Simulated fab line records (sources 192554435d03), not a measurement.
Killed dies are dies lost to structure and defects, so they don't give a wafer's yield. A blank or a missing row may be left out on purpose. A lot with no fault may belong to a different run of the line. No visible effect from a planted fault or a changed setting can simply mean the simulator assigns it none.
Matching of chambers :: flow n5 finfet :: N5_BEOL_M6_DESCUM_16 on rie diel-04: 4 sister chambers
The step chemistry O2, time 7.9 s. 18 wafers are shown with their chamber, then 9 later ones without.

WAFERS, EACH WITH ITS CHAMBER
wafer: L079.2
chamber: 3
drypump motor current A (A): 5.0
showerhead plenum p Torr (Torr): 2.15
throttle valve pct (%): 19.9

wafer: L079.3
chamber: 0
drypump motor current A (A): 6.0
showerhead plenum p Torr (Torr): 2.13
throttle valve pct (%): 20.1

wafer: L079.6
chamber: 0
drypump motor current A (A): 6.0
showerhead plenum p Torr (Torr): 2.13
throttle valve pct (%): 20.1

wafer: L080.3
chamber: 3
drypump motor current A (A): 5.1
showerhead plenum p Torr (Torr): 2.15
throttle valve pct (%): 19.9

wafer: L080.4
chamber: 3
drypump motor current A (A): 5.0
showerhead plenum p Torr (Torr): 2.15
throttle valve pct (%): 19.9

wafer: L080.6
chamber: 0
drypump motor current A (A): 6.0
showerhead plenum p Torr (Torr): 2.13
throttle valve pct (%): 20.1

wafer: L086.1
chamber: 2
drypump motor current A (A): 5.7
showerhead plenum p Torr (Torr): 2.12
throttle valve pct (%): 20.4

wafer: L086.2
chamber: 3
drypump motor current A (A): 5.1
showerhead plenum p Torr (Torr): 2.14
throttle valve pct (%): 19.9

wafer: L086.6
chamber: 3
drypump motor current A (A): 5.1
showerhead plenum p Torr (Torr): 2.14
throttle valve pct (%): 19.9

wafer: L087.1
chamber: 0
drypump motor current A (A): 6.0
showerhead plenum p Torr (Torr): 2.12
throttle valve pct (%): 20.2

wafer: L087.2
chamber: 3
drypump motor current A (A): 5.1
showerhead plenum p Torr (Torr): 2.14
throttle valve pct (%): 19.9

wafer: L087.4
chamber: 2
drypump motor current A (A): 5.7
showerhead plenum p Torr (Torr): 2.12
throttle valve pct (%): 20.4

wafer: L091.2
chamber: 2
drypump motor current A (A): 5.7
showerhead plenum p Torr (Torr): 2.11
throttle valve pct (%): 20.4

wafer: L091.4
chamber: 0
drypump motor current A (A): 6.0
showerhead plenum p Torr (Torr): 2.12
throttle valve pct (%): 20.2

wafer: L091.6
chamber: 0
drypump motor current A (A): 6.0
showerhead plenum p Torr (Torr): 2.12
throttle valve pct (%): 20.2

wafer: L093.1
chamber: 3
drypump motor current A (A): 5.1
showerhead plenum p Torr (Torr): 2.14
throttle valve pct (%): 20.0

wafer: L093.2
chamber: 0
drypump motor current A (A): 6.0
showerhead plenum p Torr (Torr): 2.12
throttle valve pct (%): 20.2

wafer: L093.3
chamber: 1
drypump motor current A (A): 5.6
showerhead plenum p Torr (Torr): 2.20
throttle valve pct (%): 20.1

SIGNATURES (averages over the wafers above)
reading: drypump motor current A
chamber 0: 6.000
chamber 1: 5.600
chamber 2: 5.700
chamber 3: 5.071
scatter within a chamber: 0.0319

reading: showerhead plenum p Torr
chamber 0: 2.1243
chamber 1: 2.2000
chamber 2: 2.1167
chamber 3: 2.1443
scatter within a chamber: 0.00541

reading: throttle valve pct
chamber 0: 20.157
chamber 1: 20.100
chamber 2: 20.400
chamber 3: 19.914
scatter within a chamber: 0.0429
Rule: a wafer lies at a distance from a chamber equal to the root of the sum of squares, over the readings, of (its reading less the chamber's mean, divided by the reading's scatter). If the next closest chamber is less than 2 further off than the closest, the wafer can't be placed; otherwise it belongs to the closest. The scatter: take each reading less its chamber's mean, square it, sum over the shown wafers, divide by the number of wafers less the number of chambers, and take the root.

WAFERS MISSING THEIR CHAMBER
wafer: L093.4
drypump motor current A (A): 5.7
showerhead plenum p Torr (Torr): 2.11
throttle valve pct (%): 20.4

wafer: L093.5
drypump motor current A (A): 5.0
showerhead plenum p Torr (Torr): 2.14
throttle valve pct (%): 20.0

wafer: L093.6
drypump motor current A (A): 6.0
showerhead plenum p Torr (Torr): 2.12
throttle valve pct (%): 20.2

wafer: L094.1
drypump motor current A (A): 5.0
showerhead plenum p Torr (Torr): 2.14
throttle valve pct (%): 20.0

wafer: L094.2
drypump motor current A (A): 5.6
showerhead plenum p Torr (Torr): 2.19
throttle valve pct (%): 20.1

wafer: L094.3
drypump motor current A (A): 6.0
showerhead plenum p Torr (Torr): 2.12
throttle valve pct (%): 20.2

wafer: L094.4
drypump motor current A (A): 5.7
showerhead plenum p Torr (Torr): 2.11
throttle valve pct (%): 20.4

wafer: L094.5
drypump motor current A (A): 5.6
showerhead plenum p Torr (Torr): 2.19
throttle valve pct (%): 20.1

wafer: L094.6
drypump motor current A (A): 6.0
showerhead plenum p Torr (Torr): 2.12
throttle valve pct (%): 20.2

THE CHAMBER EACH PASSED THROUGH
wafer: L093.4
from the rows above: 2
in truth: 2

wafer: L093.5
from the rows above: 3
in truth: 3

wafer: L093.6
from the rows above: 0
in truth: 0

wafer: L094.1
from the rows above: 3
in truth: 3

wafer: L094.2
from the rows above: 1
in truth: 1

wafer: L094.3
from the rows above: 0
in truth: 0

wafer: L094.4
from the rows above: 2
in truth: 2

wafer: L094.5
from the rows above: 1
in truth: 1

wafer: L094.6
from the rows above: 0
in truth: 0
Placed correctly: 9 of 9. Not placeable from these rows: 0. Number placed wrongly: 0.
